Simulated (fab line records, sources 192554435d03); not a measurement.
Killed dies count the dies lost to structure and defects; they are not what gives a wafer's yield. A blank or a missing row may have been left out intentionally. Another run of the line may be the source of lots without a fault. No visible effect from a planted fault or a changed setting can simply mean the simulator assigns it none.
A struck lot beside a sound one / flow n5Finfet / 37 out of 1938 route steps
Sound: wafers L534.1, L534.3, L534.5. Struck: wafers L526.3, L526.4, L526.6. The cause comes at the end.
Each step with rows lists, per side, the tool, then ch with its chambers, then its first start. Under that, the readings that differ: sound wafers / struck wafers / difference of the means / sigmas: that difference in standard deviations of wafers without a fault.
alike: readings whose means differ by less than 2 such deviations, and words and numbers that are the same on both sides. not compared: withheld readings, readings that some wafer has no value for, bounds like >300 that may hide the same value, and numbers for which the record gives no deviation and whose values overlap.
A row with sigmas, a row that says differs or no value, or rows on one side alone: a step with any of these is where the two part. When numbers do not overlap yet have no deviation, they are printed without sigmas and do not part them. A reading that every wafer of one side lacks parts them only if that side has two wafers or more.

first, 9 steps without rows for these wafers: N5_BEOL_M4_ANNEAL_95 (time 240 s); N5_BEOL_M4_SPUTTER_96 (material Cu, target thk 4.5 nm, time 8.29 s); N5_BEOL_M4_ECD_50 (material Cu, target thk 300 nm); N5_BEOL_M4_ANNEAL_51 (time 90 s); N5_BEOL_M4_CMP_52 (polishes, stops on SiOC, t overpolish 6.8 s, target thk 40 nm); N5_BEOL_M4_PRE_CLEAN_60 (time 15 s); N5_BEOL_M4_CO_CAP_55 (material Co, precursor CCTBA/H2, target thk 2 nm, time 102.1 s); N5_BEOL_M4_PRE_CLEAN_56 (time 15 s); N5_BEOL_M4_DEP_57 (deposits SiCN from 3MS/NH3, target thk 8 nm, time 14 s).
N5_BEOL_M4_RC_MEAS_101:
  sound on prober-02 ch 0, day 14 22:38; struck on prober-02 ch 0, day 12 14:24
reading=IOFF_P (nA/um); sound=0.282 0.196 0.233; struck=0.145 0.166 0.185; difference=-0.072; sigmas=-3
reading=VT_P (mV); sound=-243.7 -245.7 -244.6; struck=-256.7 -252.9 -252.9; difference=-9.5; sigmas=-3
  alike: DIBL_N, DIBL_P, IOFF_N, ION_N, ION_P, SS_N, SS_P, VT_N
then, 24 steps without rows for these wafers: N5_BEOL_M5_ILD_DEP_00 (deposits SiCOH lowk from DEMS/porogen, target thk 140.64 nm, time 25.9 s); N5_BEOL_M5_CURE_79 (cures SiCOH lowk, time 240 s); N5_BEOL_M5_PECVD_70 (deposits SiO2 from TEOS/O2, target thk 16 nm, time 18 s); N5_BEOL_M5_HM_DEP_02 (deposits TiN, target thk 20 nm); N5_BEOL_M5_COAT_59 (time 60 s, resist thk 60 nm); N5_BEOL_M5_COAT_60 (time 60 s, resist thk 12 nm); N5_BEOL_M5_COAT_71 (time 60 s, resist thk 5 nm); N5_BEOL_M5_COAT_05 (resist thk 30 nm); N5_BEOL_M5_EBR_07; N5_BEOL_M5_SOFTBAKE_06 (time 60 s); N5_BEOL_M5_EXPOSE_08 (exposes mask M5, target cd 28 nm); N5_BEOL_M5_PEB_09 (peb time 60 s); N5_BEOL_M5_DEVELOP_10 (develop time 30 s); N5_BEOL_M5_DESCUM_16 (chemistry O2, time 7 s); N5_BEOL_M5_ETCH_72 (etches underlayer in N2/H2, target depth 6.5 nm, time 5.2 s); N5_BEOL_M5_ETCH_61 (etches SiARC in CF4, target depth 15.6 nm, time 26 s); N5_BEOL_M5_ETCH_62 (etches SOC in N2/H2, target depth 75 nm, overetch 15 nm, time 112.5 s); N5_BEOL_M5_STRIP_63 (strips in N2/H2); N5_BEOL_M5_STRIP_73 (strips in N2/H2); N5_BEOL_M5_STRIP_64 (strips in CF4); N5_BEOL_M5_HM_OPEN_17 (chemistry Cl2/BCl3, target TiN, target depth 20 nm, overetch 6 nm); N5_BEOL_M5_STRIP_19 (strips in O2); N5_BEOL_M5_COAT_65 (time 60 s, resist thk 60 nm); N5_BEOL_M5_COAT_66 (time 60 s, resist thk 12 nm).
-- record jumps: 4 days separate the struck wafers' starts on either side; left off in module BEOL_M5, taken up again in module MIM_BOT_ETCH, whose first shown step is the route's number 1866 --
N5_MIM_BOT_ETCH_ETCH_04: etches SiNx in CF4/O2, target depth 26 nm, time 13 s.
  sound on rieDiel-02 ch 0,1,2, day 19 06:06; struck on rieDiel-05 ch 0,2,3, day 16 20:45
  no value came back on the struck wafers for any of 9 readings (O2_flow_sccm (sccm), biasW (W) and others); on the sound wafers O2_flow_sccm (sccm) reads 9.952 10.038 10.017
  not compared: rfHoursCounterH, model.coat_of_MIM_BOT_LITHO_COAT_02.thkNm
N5_MIM_BOT_ETCH_ETCH_00: etches TiN in Cl2/BCl3, target depth 45.5 nm.
  sound on rieMetal-03 ch 0,1, day 19 06:17; struck on rieMetal-01 ch 0,1, day 16 20:58
  alike: bcl3FlowSccm, biasW, drypumpMotorCurrentA, heBacksideLeakSccm, mfcArSccm, oes_ar_750_au, oesProductAu, throttleValvePct
  not compared: rfHoursCounterH, model.coat_of_MIM_BOT_LITHO_COAT_02.thkNm
N5_PASSIVATION_PROBE_49:
  the record has rows for the struck wafers here (prober-01, day 17 06:28) and none for the sound ones

## WHERE THEY PART
Earliest at N5_BEOL_M4_RC_MEAS_101; latest, in this record, at N5_PASSIVATION_PROBE_49.

WHY: what had been put in by the simulator
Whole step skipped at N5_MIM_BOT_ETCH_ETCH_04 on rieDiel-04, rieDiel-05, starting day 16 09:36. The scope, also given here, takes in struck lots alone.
